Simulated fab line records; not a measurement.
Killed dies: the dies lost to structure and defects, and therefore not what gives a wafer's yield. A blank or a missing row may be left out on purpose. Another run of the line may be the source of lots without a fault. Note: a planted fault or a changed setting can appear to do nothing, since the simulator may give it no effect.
fab line records	flow nand-harc
[record] lots = 24	wafers = 72	last-day = 26
route steps=1159 shown P_STI@88 P_GATE@185 P_CONTACT@234 P_M0@268
lots that met no fault: from a run of the same line without faults
start-h: hours from the record's first day to the start of the lot's first wafer shown	wait-h: hours elapsed since this lot's preceding step	" unchanged from the row above	L1.1+2: several wafers, shown together as one row	- no value present, or no start provided	* or withheld: withheld	< > ~ a bound
route shown NAME@n: a module of which the file shows steps, and the number in the route of the first	usual: average and standard deviation across the fault-free wafers	same: alike in all rows	chamber/n: place in a boat	sites: per-site readings	_std_site: the standard deviation of these	_edge_site: inner sites' mean taken away from outer sites' mean	radius-mm: for every site, how far away it sits from the centre of the wafer	mask NAME#n: copy n	behind: tool/chamber where the wafer was last shaped	hold: the reason the lot was held/the length of the hold in hours/how it ended	device: names the non-switching transistor (n, p or np)	end of line: the same wafers' tests at the end of the route	step lacking rows: just its recipe	killed: not the wafer's yield, but the dies lost to structure and defects at the first sort	map: a wafer's dies, x killed, . not, _ none there
set.NAME: the setting that was run; set.NAME@STEP: the one run at that earlier step	model.NAME: the simulator's own value behind a step, which no gauge read
route steps across a sampled set of lots; one table per step, one row per wafer
services: the hour from which a tool's chamber was out of use, counted from the record's first day as start-h (under 0 if before that day), plus the number of hours and why
[[steps]]
[step NHARC_P_STI_ETCH_42]
[recipe] target-depth-a = 800	overetch-a = 240	time-s = 61	ion-energy-ev = 200	n2-flow-sccm = 150	h2-flow-sccm = 150	ar-flow-sccm = 0	rf-w = 400	bias-w = 150	chemistry = N2/H2
[usual] drypump-motor-current-A = 5.7/0.45	h2-flow-sccm = 150.0/0.51	oes-product-au = 1.003/0.0093	rf-vpp-V = 430.4/1.9	showerhead-plenum-p-Torr = 2.04/0.066	throttle-valve-pct = 14.171/0.0084
lot.wafer	tool	chamber	start-h	wait-h	drypump-motor-current-A	h2-flow-sccm	oes-product-au	rf-hours-counter-h	rf-vpp-V	showerhead-plenum-p-Torr	throttle-valve-pct
L074.2	rie-diel-01	3	35.85	0.1	5.3	150.4	0.987	2	430.2	2.00	14.182
L074.6	"	2	"	"	5.2	150.5	0.995	-	429.1	1.97	14.171
L074.5	"	3	"	"	5.3	150.2	0.997	-	429.6	2.00	14.179
L075.4	rie-diel-08	3	42.54	0.1	6.5	150.7	1.019	6	428.9	1.99	14.166
L075.3	"	1	"	"	5.4	149.9	1.002	7	429.3	1.98	14.178
L075.6	"	0	"	"	5.7	149.5	1.011	-	431.9	2.11	14.159
L076.4	rie-diel-04	2	50.45	0.1	5.8	149.5	1.021	3	433.3	2.14	14.179
L076.2	"	3	"	"	5.5	150.1	1.009	3	429.2	2.04	14.160
L076.1	"	1	"	"	6.3	149.2	1.001	2	432.3	2.09	14.184
L077.3	rie-diel-01	1	50.62	0.1	6.3	149.8	0.996	3	429.7	2.00	14.170
L077.2	"	2	"	"	5.2	150.0	1.000	3	427.8	1.97	14.174
L077.1	"	3	"	"	5.3	150.3	1.000	2	429.6	2.00	14.158
L078.4	rie-diel-08	2	59.50	0.1	5.6	149.9	1.002	8	429.9	2.05	14.170
L078.2	"	1	"	"	5.3	149.3	1.006	8	430.1	1.98	14.163
L078.6	"	3	"	"	6.5	149.6	0.998	-	430.3	1.99	14.179
L079.2	rie-diel-04	2	66.95	0.1	5.8	150.6	1.005	4	433.1	2.14	14.189
L079.1	"	3	"	"	5.5	149.9	0.991	4	429.3	2.04	14.170
L079.4	"	0	"	"	5.2	149.0	0.993	4	427.7	1.91	14.177
L080.2	rie-diel-04	1	72.11	0.1	6.3	149.9	1.001	3	431.3	2.09	14.169
L080.1	"	2	"	"	5.8	150.3	1.013	4	433.5	2.14	14.164
L080.4	"	3	"	"	5.4	150.1	0.999	4	431.0	2.04	14.176
L081.4	rie-diel-04	1	79.70	0.1	6.3	150.0	0.998	3	432.0	2.09	14.165
L081.3	"	0	"	"	5.2	149.6	1.004	4	426.7	1.91	14.163
L081.6	"	2	"	"	5.8	150.7	1.014	-	434.3	2.14	14.172
L082.3	rie-diel-01	1	79.88	0.1	6.3	149.9	0.993	4	427.7	2.00	14.178
L082.2	"	2	"	"	5.2	149.1	1.011	4	427.6	1.97	14.165
L082.1	"	3	"	"	5.3	150.0	0.994	4	429.2	2.00	14.164
L083.4	rie-diel-04	1	92.27	0.1	6.3	151.4	0.990	3	431.4	2.09	14.168
L083.6	"	1	"	"	6.3	150.5	0.992	-	432.2	2.09	14.173
L083.5	"	2	"	"	5.8	150.3	1.010	-	433.4	2.14	14.182
L084.3	rie-diel-08	2	92.43	0.1	5.6	150.5	0.996	9	431.3	2.05	14.173
L084.2	"	0	"	"	5.7	150.3	1.020	9	433.8	2.10	14.185
L084.5	"	1	"	"	5.4	149.8	0.999	-	430.4	1.98	14.173
L086.2	rie-diel-04	0	106.06	0.1	5.2	150.3	1.001	5	426.1	1.91	14.173
L086.3	"	1	"	"	6.4	149.5	0.982	4	431.5	2.09	14.181
L086.5	"	0	"	"	5.2	149.1	1.007	-	427.4	1.91	14.185
L085.4	rie-diel-08	2	106.07	0.1	5.6	150.3	1.003	-	432.2	2.05	14.163
L085.5	"	0	"	"	5.7	150.5	1.021	-	431.1	2.10	14.168
L085.6	"	1	"	"	5.3	150.1	0.995	-	428.7	1.98	14.179
L087.4	rie-diel-01	0	115.25	0.1	5.1	150.2	1.014	5	429.7	2.07	14.152
L087.3	"	2	"	"	5.3	149.7	0.986	5	428.5	1.97	14.165
L087.5	"	1	"	"	6.3	149.2	1.002	-	431.3	2.00	14.160
L088.1	rie-diel-08	0	119.16	0.1	5.7	149.9	1.015	11	432.1	2.10	14.187
L088.5	"	3	"	"	6.5	149.5	1.007	-	429.5	1.99	14.177
L088.6	"	0	"	"	5.7	150.0	1.017	-	432.1	2.10	14.183
L089.3	rie-diel-04	3	125.37	0.1	5.5	150.7	1.010	0	429.9	2.04	14.177
L089.2	"	0	"	"	5.2	149.8	1.001	0	427.9	1.91	14.172
L089.5	"	0	"	"	5.2	149.7	1.001	-	427.7	1.91	14.175
L090.3	rie-diel-01	3	132.85	0.1	5.3	150.0	1.008	5	430.9	2.00	14.182
L090.4	"	2	"	"	5.2	149.7	0.990	6	427.9	1.97	14.167
L090.5	"	0	"	"	5.1	149.9	1.017	-	431.1	2.07	14.184
L091.2	rie-diel-08	3	137.43	0.1	6.5	150.0	0.998	0	429.6	1.99	14.169
L091.1	"	0	"	"	5.7	151.2	0.987	0	432.6	2.10	14.174
L091.5	"	1	"	"	5.3	150.5	0.997	-	429.9	1.98	14.182
L092.1	rie-diel-04	3	145.74	0.1	5.5	150.1	1.013	1	431.8	2.04	14.169
L092.6	"	0	"	"	5.2	150.3	1.003	-	426.6	1.91	14.172
L092.5	"	1	"	"	6.3	150.3	1.004	-	430.9	2.09	14.166
L093.1	rie-diel-08	0	145.95	0.1	5.7	149.2	0.981	1	432.7	2.10	14.164
L093.3	"	3	"	"	6.5	150.2	1.001	1	429.6	1.99	14.159
L093.5	"	1	"	"	5.3	150.3	0.993	-	426.8	1.98	14.179
L095.2	rie-diel-01	2	158.26	0.1	5.3	150.2	0.986	0	429.2	1.97	14.170
L095.1	"	3	"	"	5.3	150.1	0.993	0	430.5	2.00	14.166
L095.5	"	2	"	"	5.3	150.5	0.977	-	428.1	1.97	14.168
L094.3	rie-diel-04	2	158.44	0.1	5.8	150.2	1.010	1	433.4	2.14	14.172
L094.4	"	3	"	"	5.5	150.0	1.012	1	430.6	2.04	14.159
L094.5	"	2	"	"	5.8	150.0	0.992	-	433.8	2.14	14.179
L096.3	rie-diel-04	1	167.10	0.1	6.3	150.1	0.995	1	431.0	2.09	14.168
L096.1	"	2	"	"	5.8	150.0	1.003	1	433.0	2.14	14.182
L096.2	"	3	"	"	5.4	149.4	1.005	1	431.2	2.04	14.177
L097.3	rie-diel-08	0	176.10	0.1	5.7	149.2	0.996	2	430.7	2.10	14.164
L097.2	"	2	"	"	5.6	149.8	1.015	2	429.5	2.05	14.169
L097.6	"	3	"	"	6.5	150.1	1.011	-	429.5	1.99	14.176
[step NHARC_P_GATE_CD_MEAS_59]
[recipe] target-cd-nm = 720	landing-energy-ev = 500
[usual] cd-nm = 720.9/1.5
lot.wafer	tool	chamber	start-h	wait-h	cd-nm
L074.2	cd-sem-03	0	108.45	-	719.8
L074.5	"	0	"	"	724.3
L074.6	"	0	"	"	720.6
L075.3	cd-sem-02	0	110.20	-	720.6
L075.4	"	0	"	"	717.7
L075.6	"	0	"	"	720.2
L077.1	cd-sem-02	0	117.97	-	723.1
L077.2	"	0	"	"	722.4
L077.3	"	0	"	"	722.4
L076.1	cd-sem-03	0	120.63	-	721.4
L076.2	"	0	"	"	721.7
L076.4	"	0	"	"	720.5
L078.2	cd-sem-01	0	124.93	-	719.2
L078.4	"	0	"	"	719.0
L078.6	"	0	"	"	719.3
L079.1	cd-sem-03	0	133.91	-	718.7
L079.2	"	0	"	"	719.1
L079.4	"	0	"	"	719.9
L080.1	cd-sem-03	0	145.95	-	721.1
L080.2	"	0	"	"	718.9
L080.4	"	0	"	"	718.3
L081.3	cd-sem-01	0	149.62	-	720.5
L081.4	"	0	"	"	719.8
L081.6	"	0	"	"	721.2
L082.1	cd-sem-01	0	150.14	-	720.4
L082.2	"	0	"	"	719.9
L082.3	"	0	"	"	719.1
L083.4	cd-sem-02	0	157.96	-	720.2
L083.5	"	0	"	"	720.3
L083.6	"	0	"	"	722.5
L084.2	cd-sem-01	0	158.60	-	723.6
L084.3	"	0	"	"	720.5
L084.5	"	0	"	"	719.3
L086.2	cd-sem-03	0	179.59	-	721.8
L086.3	"	0	"	"	722.6
L086.5	"	0	"	"	722.2
L088.1	cd-sem-02	0	180.48	-	721.9
L088.5	"	0	"	"	724.0
L088.6	"	0	"	"	725.0
L085.4	cd-sem-01	0	180.76	-	720.3
L085.5	"	0	"	"	719.2
L085.6	"	0	"	"	720.4
L087.3	cd-sem-01	0	186.12	-	719.3
L087.4	"	0	"	"	720.0
L087.5	"	0	"	"	718.7
L089.2	cd-sem-03	0	194.58	-	721.9
L089.3	"	0	"	"	719.5
L089.5	"	0	"	"	720.7
L090.3	cd-sem-02	0	194.94	-	719.8
L090.4	"	0	"	"	718.6
L090.5	"	0	"	"	718.1
L091.1	cd-sem-03	0	206.90	-	721.0
L091.2	"	0	"	"	721.7
L091.5	"	0	"	"	722.6
L092.1	cd-sem-02	0	211.96	-	721.5
L092.5	"	0	"	"	723.9
L092.6	"	0	"	"	721.2
L093.1	cd-sem-01	0	214.05	-	719.5
L093.3	"	0	"	"	720.9
L093.5	"	0	"	"	722.4
L094.3	cd-sem-01	0	223.95	-	719.7
L094.4	"	0	"	"	719.5
L094.5	"	0	"	"	721.4
L095.1	cd-sem-03	0	224.59	-	720.8
L095.2	"	0	"	"	721.9
L095.5	"	0	"	"	720.9
L096.1	cd-sem-03	0	234.29	-	720.3
L096.2	"	0	"	"	720.7
L096.3	"	0	"	"	719.0
L097.2	cd-sem-02	0	240.91	-	722.5
L097.3	"	0	"	"	723.0
L097.6	"	0	"	"	721.9
[step NHARC_P_CONTACT_INSPECT_14]
[usual] raw-defect-count = 3.6/2
lot.wafer	tool	chamber	start-h	wait-h	raw-defect-count
L074.2	defect-inspect-02	-	114.76	0.0	2
L074.5	"	-	"	"	3
L074.6	"	-	"	"	4
L075.3	defect-inspect-01	-	116.94	0.0	6
L075.4	"	-	"	"	4
L075.6	"	-	"	"	6
L077.1	defect-inspect-02	-	124.42	0.0	2
L077.2	"	-	"	"	4
L077.3	"	-	"	"	2
L076.1	defect-inspect-02	-	127.01	0.0	8
L076.2	"	-	"	"	6
L076.4	"	-	"	"	6
L078.2	defect-inspect-01	-	131.35	0.0	6
L078.4	"	-	"	"	2
L078.6	"	-	"	"	4
L079.1	defect-inspect-01	-	140.46	0.0	3
L079.2	"	-	"	"	3
L079.4	"	-	"	"	0
L080.1	defect-inspect-01	-	152.48	0.0	6
L080.2	"	-	"	"	6
L080.4	"	-	"	"	7
L081.3	defect-inspect-01	-	155.88	0.0	7
L081.4	"	-	"	"	4
L081.6	"	-	"	"	0
L082.1	defect-inspect-02	-	156.75	0.0	2
L082.2	"	-	"	"	6
L082.3	"	-	"	"	4
L083.4	defect-inspect-01	-	164.97	0.0	3
L083.5	"	-	"	"	1
L083.6	"	-	"	"	3
L084.2	defect-inspect-01	-	165.26	0.0	2
L084.3	"	-	"	"	2
L084.5	"	-	"	"	2
L086.2	defect-inspect-02	-	186.17	0.0	3
L086.3	"	-	"	"	2
L086.5	"	-	"	"	2
L088.1	defect-inspect-02	-	186.90	0.0	3
L088.5	"	-	"	"	6
L088.6	"	-	"	"	2
L085.4	defect-inspect-01	-	187.80	0.0	4
L085.5	"	-	"	"	2
L085.6	"	-	"	"	2
L087.3	defect-inspect-02	-	192.69	0.0	3
L087.4	"	-	"	"	4
L087.5	"	-	"	"	1
L089.2	defect-inspect-01	-	201.40	0.0	3
L089.3	"	-	"	"	10
L089.5	"	-	"	"	4
L090.3	defect-inspect-02	-	201.69	0.0	3
L090.4	"	-	"	"	4
L090.5	"	-	"	"	7
L091.1	defect-inspect-02	-	213.27	0.0	4
L091.2	"	-	"	"	3
L091.5	"	-	"	"	0
L092.1	defect-inspect-01	-	218.39	0.0	1
L092.5	"	-	"	"	2
L092.6	"	-	"	"	2
L093.1	defect-inspect-02	-	220.72	0.0	6
L093.3	"	-	"	"	4
L093.5	"	-	"	"	3
L094.3	defect-inspect-02	-	230.42	0.0	3
L094.4	"	-	"	"	5
L094.5	"	-	"	"	6
L095.1	defect-inspect-02	-	231.19	0.0	2
L095.2	"	-	"	"	5
L095.5	"	-	"	"	5
L096.1	defect-inspect-01	-	240.66	0.0	3
L096.2	"	-	"	"	2
L096.3	"	-	"	"	4
L097.2	defect-inspect-01	-	247.53	0.0	3
L097.3	"	-	"	"	5
L097.6	"	-	"	"	9
[step NHARC_P_CONTACT_ETCH_18]
[recipe] target-depth-a = 4810	time-s = 240.5	c4f8-flow-sccm = 20	o2-flow-sccm = 10	ar-flow-sccm = withheld	rf-w = 600	bias-w = 1500	chemistry = C4F8/O2/Ar
[usual] oes-product-au = 0.964/0.018	rf-vpp-V = 975/3.5
lot.wafer	tool	chamber	start-h	wait-h	oes-product-au	rf-hours-counter-h	rf-vpp-V
L074.2	rie-diel-07	0	-	-	0.971	5	975
L074.6	"	2	"	"	0.966	-	974
L074.5	"	3	"	"	0.975	-	974
L075.3	rie-diel-07	1	-	-	0.984	6	969
L075.4	"	0	"	"	0.967	5	976
L075.6	"	1	"	"	0.998	-	970
L077.1	rie-diel-07	0	-	-	0.955	6	975
L077.3	"	1	"	"	0.977	7	969
L077.2	"	2	"	"	0.981	7	976
L076.1	rie-diel-07	3	-	-	0.980	7	975
L076.4	"	0	"	"	0.983	6	976
L076.2	"	1	"	"	0.965	7	969
L078.2	rie-diel-10	1	132.16	0.4	0.944	14	974
L078.4	"	1	"	"	0.945	-	975
L078.6	"	3	"	"	0.937	-	977
L079.1	rie-diel-07	3	-	-	0.965	8	974
L079.4	"	0	"	"	0.963	8	977
L079.2	"	2	"	"	0.987	9	973
L080.2	rie-diel-10	3	-	-	0.949	16	978
L080.1	"	1	"	"	0.960	16	973
L080.4	"	3	"	"	0.941	-	977
L081.3	rie-diel-10	2	-	-	0.969	14	981
L081.6	"	3	"	"	0.943	-	978
L081.4	"	1	"	"	0.958	-	973
L082.2	rie-diel-07	0	-	-	0.962	9	975
L082.3	"	2	"	"	0.970	10	975
L082.1	"	3	"	"	0.970	10	975
L083.6	rie-diel-07	0	-	-	0.958	-	975
L083.4	"	2	"	"	0.962	-	975
L083.5	"	3	"	"	0.963	-	975
L084.2	rie-diel-07	3	-	-	0.952	12	976
L084.3	"	0	"	"	0.944	11	975
L084.5	"	3	"	"	0.953	-	975
L086.3	rie-diel-10	1	-	-	0.953	23	974
L086.2	"	2	"	"	0.971	20	981
L086.5	"	2	"	"	0.974	-	981
L088.1	rie-diel-07	1	-	-	0.946	11	970
L088.6	"	3	"	"	0.981	-	975
L088.5	"	0	"	"	0.956	-	976
L085.4	rie-diel-05	3	-	-	0.976	5	971
L085.6	"	0	"	"	0.968	-	973
L085.5	"	1	"	"	0.958	-	982
L087.3	rie-diel-07	1	-	-	0.937	12	969
L087.4	"	2	"	"	0.934	14	975
L087.5	"	0	"	"	0.950	-	975
L089.2	rie-diel-10	2	-	-	0.976	1	981
L089.3	"	0	"	"	0.960	1	978
L089.5	"	2	"	"	0.975	-	981
L090.4	rie-diel-07	1	-	-	0.977	13	971
L090.3	"	2	"	"	0.983	15	974
L090.5	"	0	"	"	0.962	-	975
L091.1	rie-diel-07	1	-	-	0.972	14	968
L091.2	"	3	"	"	0.976	16	974
L091.5	"	2	"	"	0.978	-	973
L092.1	rie-diel-07	3	-	-	0.996	17	975
L092.6	"	1	"	"	0.985	-	969
L092.5	"	2	"	"	0.992	-	974
L093.3	rie-diel-05	0	-	-	0.924	17	973
L093.1	"	2	"	"	0.941	19	981
L093.5	"	0	"	"	0.925	-	973
L094.4	rie-diel-10	3	-	-	0.976	2	978
L094.3	"	1	"	"	0.962	3	973
L094.5	"	3	"	"	0.968	-	977
L095.1	rie-diel-05	3	-	-	0.961	21	973
L095.2	"	0	"	"	0.985	21	974
L095.5	"	3	"	"	0.965	-	971
L096.2	rie-diel-10	2	-	-	0.987	5	981
L096.3	"	0	"	"	0.968	4	978
L096.1	"	1	"	"	0.966	4	972
L097.2	rie-diel-05	1	-	-	0.949	29	981
L097.3	"	3	"	"	0.936	25	971
L097.6	"	2	"	"	0.966	-	980
[step NHARC_P_CONTACT_CVD_23]
[recipe] target-thk-a = 2000	temp-c = 300	pressure-torr = 40	wf6-flow-sccm = 40	h2-flow-sccm = 1600	ar-flow-sccm = 1560	time-s = 557	material = W
[usual] heater-power-w = 461/60	throttle-valve-pct = 7.76/0.23
lot.wafer	tool	chamber	start-h	wait-h	heater-power-w	throttle-valve-pct
L074.2	cvd-w-02	1	-	-	444	7.94
L074.6	"	1	"	"	450	7.91
L074.5	"	0	"	"	399	7.17
L075.4	cvd-w-02	1	-	-	441	8.04
L075.3	"	0	"	"	399	7.48
L075.6	"	0	"	"	408	7.41
L077.1	cvd-w-02	1	-	-	445	8.09
L077.2	"	0	"	"	408	7.66
L077.3	"	1	"	"	444	7.99
L076.1	cvd-w-01	0	-	-	478	7.89
L076.2	"	1	"	"	555	7.54
L076.4	"	0	"	"	486	8.09
L078.2	cvd-w-01	0	-	-	470	7.40
L078.4	"	1	"	"	569	7.76
L078.6	"	1	"	"	569	7.91
L079.1	cvd-w-02	0	-	-	409	7.25
L079.2	"	1	"	"	448	7.74
L079.4	"	0	"	"	408	7.45
L080.1	cvd-w-01	0	-	-	487	7.93
L080.2	"	1	"	"	558	7.70
L080.4	"	1	"	"	563	7.97
L082.1	cvd-w-02	1	-	-	458	7.85
L082.2	"	0	"	"	407	7.31
L082.3	"	1	"	"	456	7.97
L081.3	cvd-w-01	0	-	-	473	8.05
L081.4	"	1	"	"	563	7.98
L081.6	"	0	"	"	468	7.94
L083.4	cvd-w-02	0	-	-	399	7.40
L083.5	"	0	"	"	396	7.61
L083.6	"	1	"	"	447	8.13
L084.2	cvd-w-02	0	-	-	396	7.62
L084.3	"	0	"	"	408	7.27
L084.5	"	1	"	"	451	7.82
L086.2	cvd-w-01	1	-	-	569	7.73
L086.3	"	0	"	"	472	7.66
L086.5	"	1	"	"	567	7.81
L088.1	cvd-w-02	1	-	-	439	8.05
L088.5	"	1	"	"	447	7.99
L088.6	"	0	"	"	411	7.60
L085.4	cvd-w-01	1	-	-	560	7.79
L085.6	"	0	"	"	483	7.72
L085.5	"	1	"	"	573	7.73
L087.4	cvd-w-01	1	-	-	586	7.79
L087.3	"	0	"	"	478	7.99
L087.5	"	0	"	"	477	8.22
L089.2	cvd-w-02	1	-	-	465	7.89
L089.3	"	0	"	"	391	7.58
L089.5	"	0	"	"	394	7.61
L090.3	cvd-w-02	1	-	-	455	7.75
L090.4	"	0	"	"	400	7.65
L090.5	"	1	"	"	454	7.98
L091.1	cvd-w-02	1	-	-	447	7.66
L091.2	"	0	"	"	385	7.54
L091.5	"	1	"	"	452	7.70
L092.1	cvd-w-01	0	-	-	482	7.74
L092.6	"	1	"	"	579	7.54
L092.5	"	0	"	"	469	7.70
L093.1	cvd-w-01	0	-	-	466	7.78
L093.3	"	1	"	"	572	7.74
L093.5	"	0	"	"	478	8.05
L094.3	cvd-w-02	0	-	-	398	7.51
L094.4	"	1	"	"	444	7.58
L094.5	"	0	"	"	394	7.65
L095.2	cvd-w-02	0	-	-	403	7.78
L095.1	"	1	"	"	457	7.58
L095.5	"	0	"	"	392	7.88
L096.1	cvd-w-02	1	-	-	457	7.79
L096.2	"	0	"	"	388	7.61
L096.3	"	0	"	"	400	7.35
L097.2	cvd-w-02	1	-	-	457	7.72
L097.3	"	1	"	"	457	7.74
L097.6	"	0	"	"	397	7.47
[step NHARC_P_M0_ETCH_15]
[recipe] target-depth-a = 1500	overetch-a = 150	time-s = 82.5	c4f8-flow-sccm = withheld	ar-flow-sccm = 400	rf-w = 600	bias-w = 300	chemistry = C4F8/Ar
[usual] oes-product-au = 0.959/0.024	rf-vpp-V = 441.5/2.2
lot.wafer	tool	chamber	start-h	wait-h	oes-product-au	rf-hours-counter-h	rf-vpp-V
L074.2	rie-diel-12	2	-	-	0.955	5	442.7
L074.6	"	2	"	"	0.949	-	443.4
L074.5	"	3	"	"	0.976	-	437.5
L075.3	rie-diel-02	1	-	-	0.972	9	440.9
L075.4	"	2	"	"	0.962	11	441.8
L075.6	"	2	"	"	0.973	-	441.2
L077.3	rie-diel-11	0	-	-	0.919	8	437.8
L077.2	"	2	"	"	0.916	7	441.7
L077.1	"	3	"	"	0.930	8	438.6
L076.2	rie-diel-02	0	-	-	0.905	8	444.5
L076.1	"	1	"	"	0.919	10	441.6
L076.4	"	3	"	"	0.911	10	443.1
L078.4	rie-diel-12	3	-	-	0.927	7	437.4
L078.2	"	2	"	"	0.916	6	443.0
L078.6	"	3	"	"	0.916	-	438.3
L079.4	rie-diel-02	2	-	-	0.979	13	441.0
L079.1	"	3	"	"	0.967	12	443.2
L079.2	"	1	"	"	0.958	11	442.9
L080.2	rie-diel-11	2	-	-	0.925	8	441.7
L080.4	"	3	"	"	0.926	9	437.7
L080.1	"	0	"	"	0.917	9	438.2
L081.4	rie-diel-02	1	-	-	0.984	0	442.9
L081.3	"	3	"	"	0.968	0	442.5
L081.6	"	1	"	"	0.991	-	441.7
L082.1	rie-diel-11	2	-	-	0.966	9	440.1
L082.3	"	0	"	"	0.968	10	437.4
L082.2	"	1	"	"	0.977	10	442.4
L083.4	rie-diel-11	2	-	-	0.927	9	442.1
L083.5	"	3	"	"	0.929	-	439.4
L083.6	"	0	"	"	0.921	-	439.9
L084.3	rie-diel-02	2	-	-	0.966	0	441.4
L084.2	"	0	"	"	0.981	0	444.6
L084.5	"	1	"	"	0.974	-	441.5
L086.2	rie-diel-02	3	-	-	0.980	2	443.1
L086.3	"	1	"	"	0.966	2	442.9
L086.5	"	2	"	"	0.988	-	441.8
L088.1	rie-diel-02	0	-	-	0.973	2	444.7
L088.5	"	3	"	"	0.975	-	443.3
L088.6	"	0	"	"	0.972	-	444.3
L085.4	rie-diel-02	1	-	-	0.983	2	441.7
L085.6	"	1	"	"	0.987	-	442.3
L085.5	"	2	"	"	0.967	-	441.7
L087.3	rie-diel-11	3	-	-	0.997	0	436.7
L087.4	"	1	"	"	0.954	0	442.9
L087.5	"	3	"	"	0.988	-	438.6
L089.2	rie-diel-12	0	-	-	0.986	0	438.8
L089.3	"	3	"	"	0.991	0	437.5
L089.5	"	1	"	"	0.985	-	442.9
L090.4	rie-diel-02	3	-	-	0.972	4	443.1
L090.3	"	2	"	"	0.973	4	442.3
L090.5	"	3	"	"	0.975	-	441.2
L091.1	rie-diel-12	0	-	-	0.983	1	437.8
L091.2	"	3	"	"	0.992	2	438.2
L091.5	"	0	"	"	0.981	-	437.6
L092.1	rie-diel-02	1	-	-	0.952	5	441.3
L092.6	"	1	"	"	0.958	-	442.0
L092.5	"	2	"	"	0.964	-	443.0
L093.1	rie-diel-02	0	-	-	0.970	5	444.0
L093.3	"	2	"	"	0.991	5	441.7
L093.5	"	3	"	"	0.955	-	444.0
L094.3	rie-diel-02	1	-	-	0.923	5	442.6
L094.4	"	0	"	"	0.917	5	444.7
L094.5	"	2	"	"	0.923	-	442.4
L095.1	rie-diel-02	2	-	-	0.954	5	441.4
L095.2	"	3	"	"	0.948	5	440.9
L095.5	"	3	"	"	0.942	-	441.9
L096.1	rie-diel-11	1	-	-	0.950	2	443.2
L096.2	"	2	"	"	0.968	2	441.4
L096.3	"	3	"	"	0.994	2	438.0
L097.3	rie-diel-02	2	-	-	0.978	6	443.1
L097.2	"	1	"	"	0.987	6	442.9
L097.6	"	2	"	"	0.976	-	443.3
[[services]]
tool	chamber	start-h	hours	kind
rie-diel-10	-	12.32	9.0	pm
cvd-w-02	-	14.00	13.0	pm
rie-diel-10	-	41.53	0.2	repair
rie-diel-07	-	51.20	9.0	pm
rie-diel-08	2	56.48	1.9	repair
rie-diel-02	-	57.74	11.9	repair
rie-diel-10	2	65.13	6.6	repair
rie-diel-08	0	66.39	4.7	repair
rie-diel-04	-	77.74	0.2	repair
rie-diel-02	1	87.38	3.0	repair
rie-diel-02	1	93.73	14.4	repair
rie-diel-10	0	102.83	23.3	repair
rie-diel-08	3	104.66	5.9	repair
cvd-w-01	-	111.20	13.0	pm
rie-diel-04	-	111.90	9.0	pm
rie-diel-08	-	124.80	9.0	pm
rie-diel-10	0	130.00	56.1	repair
rie-diel-10	2	131.00	11.5	repair
rie-diel-02	-	150.70	9.0	pm
rie-diel-07	1	151.37	16.3	repair
cvd-w-02	-	197.26	13.0	pm
rie-diel-07	-	228.23	9.0	pm
cvd-w-01	-	242.64	0.4	repair
rie-diel-07	2	247.84	8.5	repair
[[key]]
fault none
